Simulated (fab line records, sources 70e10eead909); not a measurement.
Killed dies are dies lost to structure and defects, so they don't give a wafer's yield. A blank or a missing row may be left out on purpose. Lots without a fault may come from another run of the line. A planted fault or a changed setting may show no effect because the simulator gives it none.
A struck lot beside a sound one | flow nand_harc | 16 steps out of a route of 1302
Sound: wafers L420.1, L420.4, L420.6. Struck: wafers L423.1, L423.2, L423.4. The cause comes at the end.
At each step with rows: each side's tool, then ch and its chambers, then its first start. Under that, the readings that differ: sound wafers | struck wafers | difference of the means | sigmas: that difference in standard deviations of wafers without a fault.
alike: readings whose means differ by less than 2 such deviations, and words and numbers that are the same on both sides. not compared: withheld readings, readings that some wafer has no value for, bounds like >300 that may hide the same value, and numbers for which the record gives no deviation and whose values overlap.
The two part at a step that has a row with sigmas, a row that says differs or no value, or rows on one side only. Numbers that don't overlap but have no deviation are shown without sigmas and don't part them. A reading that every wafer of one side lacks parts them only if that side has two wafers or more.

NHARC_P_START_INSPECT_01:
  sound on defect_inspect-01, day 3 02:02; struck on defect_inspect-02, day 4 08:02
  alike: raw_defect_count
then, 7 steps without rows for these wafers: NHARC_P_ZERO_WELL_PRECLEAN_00 (cleans in SPM, time 600 s); NHARC_P_ZERO_WELL_SRD_01; NHARC_P_ZERO_WELL_PECVD_02 (deposits SiO2, target thk 10 nm); NHARC_P_ZERO_WELL_DEHYDRATE_03 (time 120 s); NHARC_P_ZERO_WELL_HMDS_04 (time 30 s); NHARC_P_ZERO_WELL_COAT_64 (time 65 s); NHARC_P_ZERO_WELL_COAT_05 (resist thk 600 nm).
NHARC_P_ZERO_WELL_SOFTBAKE_06: time 70 s.
  sound on litho_track-03 ch 0, day 3 02:00; struck on litho_track-02 ch 0, day 4 08:00
  reading                  | sound             | struck            | difference | sigmas
  heater_power_total_W (W) | 202.2 201.0 200.4 | 211.8 209.8 209.6 | +9.2       | +7
then, 4 steps without rows for these wafers: NHARC_P_ZERO_WELL_EBR_07; NHARC_P_ZERO_WELL_EXPOSE_08 (exposes mask P ZERO, target cd 500 nm); NHARC_P_ZERO_WELL_PEB_09 (peb time 80 s); NHARC_P_ZERO_WELL_DEVELOP_10 (time 50 s).
NHARC_P_ZERO_WELL_CD_MEAS_11: target cd 500 nm.
  sound on cd_sem-01 ch 0, day 3 03:18; struck on cd_sem-03 ch 0, day 4 09:12
  reading    | sound             | struck            | difference | sigmas
  cd_nm (nm) | 502.3 499.6 502.2 | 508.8 513.4 513.4 | +10.5      | +5
then, 1 step without rows for these wafers: NHARC_P_ZERO_WELL_HARDBAKE_12 (time 65 s).
NHARC_END_SORT_01:
  the record has rows for the sound wafers here (prober-02 ch 0, day 25 09:25) and none for the struck ones

WHERE THEY PART
First at NHARC_P_ZERO_WELL_SOFTBAKE_06; last, within this record, at NHARC_END_SORT_01.

WHY: what the simulator had put in
Process parameter drift: litho_track-02, from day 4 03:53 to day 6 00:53, at NHARC_P_ZERO_WELL_SOFTBAKE_06. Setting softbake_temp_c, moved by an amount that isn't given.
